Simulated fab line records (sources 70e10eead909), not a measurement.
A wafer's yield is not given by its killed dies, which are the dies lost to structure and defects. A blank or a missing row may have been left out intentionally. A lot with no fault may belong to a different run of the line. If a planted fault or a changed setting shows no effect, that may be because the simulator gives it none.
Matching of chambers / flow nand-harc / 3 sister chambers for NHARC_P_M0_DEP_32 on pecvd-04
The step deposits SiCN, target thk 30 nm. 3 wafers are shown with their chamber, then 7 later ones without.

WAFERS PAIRED WITH THEIR CHAMBERS
wafer=L090.5; chamber=1; heater-power-w (W)=562
wafer=L090.6; chamber=0; heater-power-w (W)=533
wafer=L091.5; chamber=2; heater-power-w (W)=644

WAFERS MISSING THEIR CHAMBER
wafer=L091.6; heater-power-w (W)=500
wafer=L097.1; heater-power-w (W)=480
wafer=L097.2; heater-power-w (W)=659
wafer=L097.4; heater-power-w (W)=658
wafer=L096.2; heater-power-w (W)=533
wafer=L096.3; heater-power-w (W)=648
wafer=L096.6; heater-power-w (W)=524

EACH ONE'S CHAMBER
wafer=L091.6; from the rows above=can't be placed: 0 or 1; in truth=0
wafer=L097.1; from the rows above=can't be placed: 0 or 1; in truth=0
wafer=L097.2; from the rows above=2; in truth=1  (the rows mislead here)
wafer=L097.4; from the rows above=2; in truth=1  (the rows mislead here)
wafer=L096.2; from the rows above=can't be placed: 0 or 1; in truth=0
wafer=L096.3; from the rows above=2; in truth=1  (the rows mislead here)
wafer=L096.6; from the rows above=can't be placed: 0 or 1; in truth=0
0 of 7 placed correctly. Unplaceable from these rows: 4, with the true chamber sitting among the candidates in 4. Placed wrongly: 3.
How it was worked out, from the rows above alone: a wafer's distance from a chamber is the root of the sum, over the readings, of the square of ((its reading less the chamber's mean) divided by the reading's scatter). If the next closest chamber is less than 2 further off than the closest, the wafer can't be placed; otherwise it belongs to the closest. A chamber's mean is the mean of its shown wafers. The scatter: root of mean squared gap, hidden wafer to nearest shown wafer, with one shown wafer a chamber.
